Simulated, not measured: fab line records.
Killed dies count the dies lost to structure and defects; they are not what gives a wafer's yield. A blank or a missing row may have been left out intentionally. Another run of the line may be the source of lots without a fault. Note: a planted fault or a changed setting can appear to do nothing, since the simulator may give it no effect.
fab line records | flow n5-finfet | part 2 of 2: steps 5 to 6 of 6
[record] lots = 21 | wafers = 63 | last-day = 18
route steps=1938 shown ZERO_LAYER@15 PMOS_HMC_CHANNEL_EPI@57 FIN_SAQP@114
lots that met no fault: taken from a fault-free run of the same line
start-h: hours from the record's first day to the start of the lot's first wafer shown | wait-h: how many hours have passed since the lot's step before this one | " identical to the entry in the row above | L1.1+2: one row covering several wafers at once | - no value, or no start given | * or withheld: withheld | < > ~ a bound
route shown NAME@n: names a module that has steps shown in the file, with the first one's number in the route | usual: the fault-free wafers' mean and standard deviation | same: alike in all rows | chamber/n: place in a boat | sites: readings site by site | _std_site: the standard deviation of these | _edge_site: outer sites' mean less inner sites' | radius-mm: for every site, how far away it sits from the centre of the wafer | mask NAME#n: copy n | behind: the most recent tool/chamber to have shaped the wafer | hold: reason for holding the lot/hours on hold/outcome of the hold | device: transistor that didn't switch, given as n, p or np | end of line: tests of these same wafers at the route's end | a step given without rows: its recipe and nothing more | killed: the dies lost at the first sort to structure and to defects; this is not the yield of the wafer | map: a wafer's dies, marking killed ones x, the rest . and places with no die _
set.NAME: the run value of the setting; set.NAME@STEP: its run value at that earlier step | model.NAME: the simulator's own value behind a step, which no gauge read
a sample of lots followed through the steps of the route, with each step as a table and each wafer as a row
services: the hour from which a tool's chamber was out of use, counted from the record's first day as start-h (under 0 if before that day), plus the number of hours and why
[[steps]]
[step N5_FIN_SAQP_HM_OPEN_73]
[recipe] chemistry = CHF3/O2 | target = SiO2 | stop-on = a-Si | target-depth-a = 120 | over-etch-frac = 1.8 | mask-material = SOC | time-s = 16.8 | pressure-mtorr = 30 | source-w = 650 | bias-w = 170 | Ar_flow_sccm = 200 | CHF3_flow_sccm = 50 | O2_flow_sccm = 5 | ion-energy-ev = 200 | ends = end-point
[usual] drypump-motor-current-A = 5.7/0.46 | oes-product-au = 0.46/0.053 | rf-vpp-V = 524/9.5 | showerhead-plenum-p-Torr = 2.38/0.043 | throttle-valve-pct = 18.88/0.28
lot.wafer | tool        | chamber | start-h | wait-h | drypump-motor-current-A | oes-product-au | rf-hours-counter-h | rf-vpp-V | showerhead-plenum-p-Torr | throttle-valve-pct
L074.3    | rie-diel-06 | 1       | 22.82   | 0.0    | 5.8                     | 0.43           | 166                | 532      | 2.39                     | 18.90
L074.4    | "           | 3       | "       | "      | 6.0                     | 0.43           | -                  | 524      | 2.40                     | 19.06
L074.5    | "           | 0       | "       | "      | 5.7                     | 0.49           | -                  | 520      | 2.36                     | 18.51
L075.3    | rie-diel-01 | 1       | 28.09   | 0.0    | 6.3                     | 0.43           | 201                | 510      | 2.39                     | 18.93
L075.4    | "           | 3       | "       | "      | 6.1                     | 0.55           | 21                 | 518      | 2.37                     | 18.32
L075.6    | "           | 0       | "       | "      | 4.8                     | 0.45           | -                  | 528      | 2.42                     | 19.20
L077.1    | rie-diel-01 | 0       | 41.48   | 0.0    | 4.9                     | 0.43           | 178                | 529      | 2.41                     | 19.19
L077.3    | "           | 1       | "       | "      | 6.3                     | 0.42           | 205                | 510      | 2.38                     | 18.95
L077.6    | "           | 2       | "       | "      | 5.8                     | 0.40           | -                  | 525      | 2.38                     | 19.12
L078.1    | rie-diel-03 | 1       | 46.96   | 0.0    | 5.9                     | 0.41           | 230                | 529      | 2.46                     | 18.61
L078.4    | "           | 3       | "       | "      | 5.8                     | 0.50           | 56                 | 503      | 2.45                     | 18.88
L078.5    | "           | 3       | "       | "      | 5.8                     | 0.49           | -                  | 503      | 2.45                     | 18.88
L079.1    | rie-diel-06 | 2       | 52.60   | 0.0    | 4.9                     | 0.58           | 5                  | 543      | 2.46                     | 18.87
L079.3    | "           | 0       | "       | "      | 5.8                     | 0.49           | 74                 | 520      | 2.35                     | 18.52
L079.5    | "           | 0       | "       | "      | 5.7                     | 0.49           | -                  | 520      | 2.35                     | 18.53
L080.1    | rie-diel-01 | 1       | 58.43   | 0.0    | 6.4                     | 0.42           | 211                | 511      | 2.38                     | 18.97
L080.4    | "           | 0       | "       | "      | 4.8                     | 0.44           | 184                | 528      | 2.41                     | 19.23
L080.5    | "           | 3       | "       | "      | 6.1                     | 0.53           | -                  | 520      | 2.36                     | 18.33
L081.1    | rie-diel-01 | 0       | 64.55   | 0.0    | 4.8                     | 0.43           | 186                | 528      | 2.41                     | 19.23
L081.3    | "           | 1       | "       | "      | 6.3                     | 0.42           | 213                | 511      | 2.38                     | 18.96
L081.6    | "           | 0       | "       | "      | 4.8                     | 0.43           | -                  | 528      | 2.41                     | 19.22
L082.1    | rie-diel-01 | 3       | 70.38   | 0.0    | 6.1                     | 0.53           | 34                 | 519      | 2.36                     | 18.35
L082.4    | "           | 1       | "       | "      | 6.3                     | 0.43           | 215                | 512      | 2.38                     | 18.97
L082.5    | "           | 3       | "       | "      | 6.1                     | 0.53           | -                  | 520      | 2.36                     | 18.34
L084.2    | rie-diel-03 | 1       | 82.79   | 0.0    | 5.8                     | 0.41           | 243                | 526      | 2.45                     | 18.63
L084.5    | "           | 0       | "       | "      | 5.2                     | 0.44           | -                  | 532      | 2.32                     | 18.78
L084.6    | "           | 1       | "       | "      | 5.8                     | 0.42           | -                  | 527      | 2.45                     | 18.64
L085.2    | rie-diel-03 | 1       | 88.34   | 0.0    | 5.8                     | 0.41           | 245                | 527      | 2.45                     | 18.63
L085.3    | "           | 3       | "       | "      | 5.8                     | 0.49           | 70                 | 501      | 2.44                     | 18.92
L085.5    | "           | 2       | "       | "      | 5.8                     | 0.43           | -                  | 532      | 2.31                     | 19.17
L087.3    | rie-diel-03 | 2       | 101.26  | 0.0    | 5.8                     | 0.43           | 229                | 529      | 2.31                     | 19.18
L087.4    | "           | 0       | "       | "      | 5.2                     | 0.45           | 164                | 531      | 2.32                     | 18.80
L087.5    | "           | 1       | "       | "      | 5.9                     | 0.41           | -                  | 527      | 2.45                     | 18.64
L088.1    | rie-diel-01 | 2       | 106.82  | 0.0    | 5.8                     | 0.58           | 3                  | 525      | 2.37                     | 18.78
L088.2    | "           | 0       | "       | "      | 4.8                     | 0.41           | 202                | 529      | 2.40                     | 19.24
L088.3    | "           | 1       | "       | "      | 6.3                     | 0.42           | 228                | 510      | 2.38                     | 19.00
L089.1    | rie-diel-03 | 2       | 114.16  | 0.0    | 5.8                     | 0.42           | 234                | 528      | 2.30                     | 19.19
L089.3    | "           | 3       | "       | "      | 5.8                     | 0.49           | 79                 | 503      | 2.44                     | 18.93
L089.5    | "           | 2       | "       | "      | 5.8                     | 0.43           | -                  | 529      | 2.30                     | 19.17
L090.1    | rie-diel-06 | 0       | 119.26  | 0.0    | 5.8                     | 0.48           | 94                 | 519      | 2.34                     | 18.54
L090.2    | "           | 3       | "       | "      | 6.0                     | 0.41           | 208                | 522      | 2.39                     | 19.13
L090.6    | "           | 0       | "       | "      | 5.7                     | 0.48           | -                  | 520      | 2.34                     | 18.54
L091.1    | rie-diel-03 | 1       | 125.23  | 0.0    | 5.9                     | 0.59           | 1                  | 528      | 2.45                     | 18.24
L091.4    | "           | 3       | "       | "      | 5.8                     | 0.47           | 84                 | 502      | 2.44                     | 18.92
L091.5    | "           | 0       | "       | "      | 5.2                     | 0.43           | -                  | 531      | 2.32                     | 18.82
L092.2    | rie-diel-01 | 0       | 131.32  | 0.0    | 4.8                     | 0.41           | 211                | 529      | 2.40                     | 19.25
L092.4    | "           | 0       | "       | "      | 4.9                     | 0.41           | -                  | 529      | 2.40                     | 19.25
L092.6    | "           | 1       | "       | "      | 6.3                     | 0.41           | -                  | 511      | 2.37                     | 19.01
L093.2    | rie-diel-03 | 3       | 136.94  | 0.0    | 5.8                     | 0.47           | 88                 | 500      | 2.44                     | 18.93
L093.3    | "           | 1       | "       | "      | 5.8                     | 0.57           | 6                  | 528      | 2.45                     | 18.26
L093.6    | "           | 3       | "       | "      | 5.8                     | 0.49           | -                  | 502      | 2.44                     | 18.93
L094.1    | rie-diel-06 | 2       | 143.58  | 0.0    | 4.9                     | 0.55           | 30                 | 543      | 2.45                     | 18.91
L094.2    | "           | 0       | "       | "      | 5.7                     | 0.47           | 106                | 520      | 2.34                     | 18.56
L094.4    | "           | 1       | "       | "      | 5.7                     | 0.41           | 210                | 531      | 2.38                     | 18.95
L095.4    | rie-diel-01 | 2       | 148.48  | 0.0    | 5.8                     | 0.55           | 16                 | 525      | 2.37                     | 18.81
L095.5    | "           | 3       | "       | "      | 6.1                     | 0.50           | -                  | 519      | 2.35                     | 18.40
L095.6    | "           | 0       | "       | "      | 4.8                     | 0.42           | -                  | 528      | 2.40                     | 19.25
L096.1    | rie-diel-01 | 2       | 156.86  | 0.0    | 5.7                     | 0.54           | 19                 | 523      | 2.37                     | 18.82
L096.3    | "           | 1       | "       | "      | 6.3                     | 0.42           | 247                | 512      | 2.37                     | 19.02
L096.5    | "           | 1       | "       | "      | 6.3                     | 0.41           | -                  | 511      | 2.37                     | 19.01
L097.2    | rie-diel-01 | 0       | 160.56  | 0.0    | 4.8                     | 0.42           | 224                | 528      | 2.40                     | 19.30
L097.3    | "           | 3       | "       | "      | 6.1                     | 0.51           | 68                 | 517      | 2.35                     | 18.42
L097.6    | "           | 0       | "       | "      | 4.9                     | 0.42           | -                  | 528      | 2.40                     | 19.28
[step N5_FIN_SAQP_ETCH_67]
[recipe] chemistry = CH3F/O2 | target = SiNx | target-depth-a = 300 | mask-material = SOC | pressure-mtorr = 30 | source-w = 395 | bias-w = 73 | Ar_flow_sccm = 150 | CH3F_flow_sccm = 30 | O2_flow_sccm = 20 | ion-energy-ev = 120
[usual] drypump-motor-current-A = 5.7/0.47 | oes-product-au = 0.76/0.096 | rf-vpp-V = 297/5.5 | showerhead-plenum-p-Torr = 1.98/0.035 | throttle-valve-pct = 16.43/0.28
lot.wafer | tool        | chamber | start-h | wait-h | drypump-motor-current-A | oes-product-au | rf-hours-counter-h | rf-vpp-V | showerhead-plenum-p-Torr | throttle-valve-pct
L074.3    | rie-diel-01 | 1       | 25.79   | 0.0    | 6.3                     | 0.72           | 200                | 289      | 1.98                     | 16.51
L074.4    | "           | 2       | "       | "      | 5.8                     | 0.66           | 234                | 296      | 1.97                     | 16.69
L074.5    | "           | 3       | "       | "      | 6.1                     | 0.92           | -                  | 295      | 1.96                     | 15.86
L075.3    | rie-diel-03 | 1       | 31.28   | 0.0    | 5.9                     | 0.70           | 224                | 301      | 2.05                     | 16.21
L075.4    | "           | 0       | "       | "      | 5.2                     | 0.76           | 140                | 304      | 1.93                     | 16.27
L075.6    | "           | 0       | "       | "      | 5.2                     | 0.75           | -                  | 301      | 1.93                     | 16.27
L077.1    | rie-diel-06 | 1       | 44.07   | 0.0    | 5.8                     | 0.73           | 175                | 302      | 1.98                     | 16.47
L077.3    | "           | 3       | "       | "      | 6.0                     | 0.69           | 182                | 295      | 1.99                     | 16.61
L077.6    | "           | 3       | "       | "      | 5.9                     | 0.71           | -                  | 296      | 1.99                     | 16.63
L078.1    | rie-diel-03 | 1       | 49.56   | 0.0    | 5.8                     | 0.70           | 231                | 302      | 2.04                     | 16.21
L078.4    | "           | 0       | "       | "      | 5.2                     | 0.75           | 147                | 300      | 1.92                     | 16.27
L078.5    | "           | 0       | "       | "      | 5.2                     | 0.75           | -                  | 302      | 1.92                     | 16.29
L079.1    | rie-diel-01 | 3       | 55.23   | 0.0    | 6.0                     | 0.90           | 29                 | 295      | 1.96                     | 15.89
L079.3    | "           | 2       | "       | "      | 5.7                     | 0.66           | 243                | 297      | 1.97                     | 16.71
L079.5    | "           | 1       | "       | "      | 6.4                     | 0.70           | -                  | 289      | 1.98                     | 16.51
L080.1    | rie-diel-01 | 2       | 61.04   | 0.0    | 5.8                     | 0.65           | 245                | 297      | 1.97                     | 16.71
L080.4    | "           | 1       | "       | "      | 6.3                     | 0.69           | 212                | 289      | 1.98                     | 16.54
L080.5    | "           | 1       | "       | "      | 6.3                     | 0.70           | -                  | 291      | 1.98                     | 16.54
L081.1    | rie-diel-01 | 0       | 67.19   | 0.0    | 4.8                     | 0.72           | 187                | 300      | 2.00                     | 16.75
L081.3    | "           | 3       | "       | "      | 6.1                     | 0.88           | 33                 | 293      | 1.96                     | 15.91
L081.6    | "           | 3       | "       | "      | 6.1                     | 0.89           | -                  | 294      | 1.96                     | 15.89
L082.1    | rie-diel-06 | 2       | 72.96   | 0.0    | 4.9                     | 0.98           | 11                 | 308      | 2.04                     | 16.36
L082.4    | "           | 0       | "       | "      | 5.7                     | 0.83           | 82                 | 295      | 1.95                     | 16.06
L082.5    | "           | 1       | "       | "      | 5.8                     | 0.72           | -                  | 302      | 1.98                     | 16.47
L084.2    | rie-diel-01 | 3       | 85.76   | 0.0    | 6.1                     | 0.89           | 41                 | 294      | 1.96                     | 15.91
L084.5    | "           | 1       | "       | "      | 6.3                     | 0.70           | -                  | 291      | 1.97                     | 16.56
L084.6    | "           | 3       | "       | "      | 6.1                     | 0.88           | -                  | 293      | 1.96                     | 15.91
L085.2    | rie-diel-06 | 0       | 93.85   | 0.0    | 5.8                     | 0.82           | 87                 | 295      | 1.94                     | 16.06
L085.3    | "           | 1       | "       | "      | 5.8                     | 0.71           | 191                | 303      | 1.98                     | 16.50
L085.5    | "           | 2       | "       | "      | 4.9                     | 0.97           | -                  | 309      | 2.04                     | 16.40
L087.3    | rie-diel-06 | 1       | 104.02  | 0.0    | 5.8                     | 0.70           | 195                | 302      | 1.98                     | 16.50
L087.4    | "           | 2       | "       | "      | 4.9                     | 0.96           | 22                 | 309      | 2.04                     | 16.39
L087.5    | "           | 1       | "       | "      | 5.7                     | 0.71           | -                  | 301      | 1.98                     | 16.51
L088.1    | rie-diel-03 | 0       | 109.42  | 0.0    | 5.2                     | 0.72           | 167                | 303      | 1.92                     | 16.33
L088.2    | "           | 2       | "       | "      | 5.8                     | 0.70           | 233                | 301      | 1.91                     | 16.73
L088.3    | "           | 3       | "       | "      | 5.8                     | 0.81           | 77                 | 285      | 2.03                     | 16.46
L089.1    | rie-diel-06 | 0       | 116.82  | 0.0    | 5.7                     | 0.81           | 94                 | 294      | 1.94                     | 16.08
L089.3    | "           | 2       | "       | "      | 4.9                     | 0.94           | 26                 | 308      | 2.03                     | 16.40
L089.5    | "           | 2       | "       | "      | 4.9                     | 0.94           | -                  | 309      | 2.03                     | 16.39
L090.1    | rie-diel-01 | 2       | 121.86  | 0.0    | 5.8                     | 0.93           | 9                  | 296      | 1.97                     | 16.29
L090.2    | "           | 0       | "       | "      | 4.9                     | 0.70           | 207                | 299      | 1.99                     | 16.78
L090.6    | "           | 3       | "       | "      | 6.1                     | 0.86           | -                  | 295      | 1.95                     | 15.94
L091.1    | rie-diel-06 | 0       | 128.00  | 0.0    | 5.7                     | 0.81           | 98                 | 296      | 1.94                     | 16.11
L091.4    | "           | 0       | "       | "      | 5.8                     | 0.81           | -                  | 295      | 1.94                     | 16.09
L091.5    | "           | 1       | "       | "      | 5.7                     | 0.71           | -                  | 301      | 1.98                     | 16.51
L092.2    | rie-diel-06 | 1       | 134.56  | 0.0    | 5.8                     | 0.71           | 206                | 302      | 1.97                     | 16.52
L092.4    | "           | 1       | "       | "      | 5.8                     | 0.70           | -                  | 302      | 1.97                     | 16.52
L092.6    | "           | 3       | "       | "      | 6.0                     | 0.67           | -                  | 295      | 1.98                     | 16.68
L093.2    | rie-diel-06 | 3       | 139.52  | 0.0    | 6.0                     | 0.68           | 217                | 296      | 1.98                     | 16.71
L093.3    | "           | 0       | "       | "      | 5.8                     | 0.81           | 104                | 294      | 1.94                     | 16.11
L093.6    | "           | 3       | "       | "      | 6.0                     | 0.67           | -                  | 295      | 1.98                     | 16.69
L094.1    | rie-diel-01 | 0       | 146.55  | 0.0    | 4.9                     | 0.70           | 218                | 301      | 1.99                     | 16.82
L094.2    | "           | 3       | "       | "      | 6.1                     | 0.85           | 63                 | 294      | 1.95                     | 15.95
L094.4    | "           | 3       | "       | "      | 6.1                     | 0.84           | -                  | 294      | 1.95                     | 15.95
L095.4    | rie-diel-01 | 3       | 152.23  | 0.0    | 6.1                     | 0.85           | 65                 | 295      | 1.95                     | 15.94
L095.5    | "           | 0       | "       | "      | 4.9                     | 0.69           | -                  | 300      | 1.99                     | 16.81
L095.6    | "           | 1       | "       | "      | 6.3                     | 0.67           | -                  | 288      | 1.97                     | 16.61
L096.1    | rie-diel-01 | 0       | 159.85  | 0.0    | 4.9                     | 0.69           | 224                | 300      | 1.99                     | 16.82
L096.3    | "           | 2       | "       | "      | 5.8                     | 0.90           | 20                 | 298      | 1.96                     | 16.32
L096.5    | "           | 2       | "       | "      | 5.7                     | 0.90           | -                  | 295      | 1.96                     | 16.31
L097.2    | rie-diel-01 | 2       | 163.40  | 0.0    | 5.8                     | 0.89           | 22                 | 297      | 1.96                     | 16.32
L097.3    | "           | 0       | "       | "      | 4.8                     | 0.69           | 225                | 299      | 1.99                     | 16.82
L097.6    | "           | 3       | "       | "      | 6.1                     | 0.84           | -                  | 293      | 1.95                     | 15.96
[[services]]
tool        | chamber | start-h | hours | kind
rie-diel-05 | 2       | -10.17  | 18.9  | repair
rie-diel-05 | 3       | -6.96   | 2.2   | repair
pecvd-03    | -       | -3.46   | 1.3   | repair
rie-diel-06 | 3       | -1.75   | 16.5  | repair
rie-diel-02 | -       | 2.62    | 2.6   | repair
rie-diel-02 | 0       | 9.42    | 19.9  | repair
pecvd-02    | 2       | 13.14   | 5.9   | repair
rie-diel-03 | 2       | 20.41   | 8.1   | repair
rie-diel-01 | -       | 36.51   | 0.7   | repair
rie-diel-06 | 0       | 76.12   | 3.5   | repair
pecvd-03    | 0       | 80.54   | 13.8  | repair
pecvd-03    | 1       | 94.01   | 14.0  | repair
pecvd-03    | 0       | 96.23   | 7.6   | repair
pecvd-02    | 1       | 114.80  | 17.8  | repair
rie-diel-05 | 2       | 115.35  | 6.4   | repair
pecvd-01    | -       | 119.74  | 4.3   | pm
pecvd-01    | 2       | 124.38  | 24.2  | repair
rie-diel-06 | 2       | 127.22  | 13.3  | repair
rie-diel-04 | 3       | 129.24  | 4.7   | repair
rie-diel-01 | 3       | 129.40  | 7.0   | repair
rie-diel-05 | 3       | 129.79  | 4.6   | repair
pecvd-03    | -       | 143.45  | 0.3   | repair
rie-diel-06 | 1       | 153.08  | 4.2   | repair
pecvd-03    | -       | 154.35  | 1.2   | repair
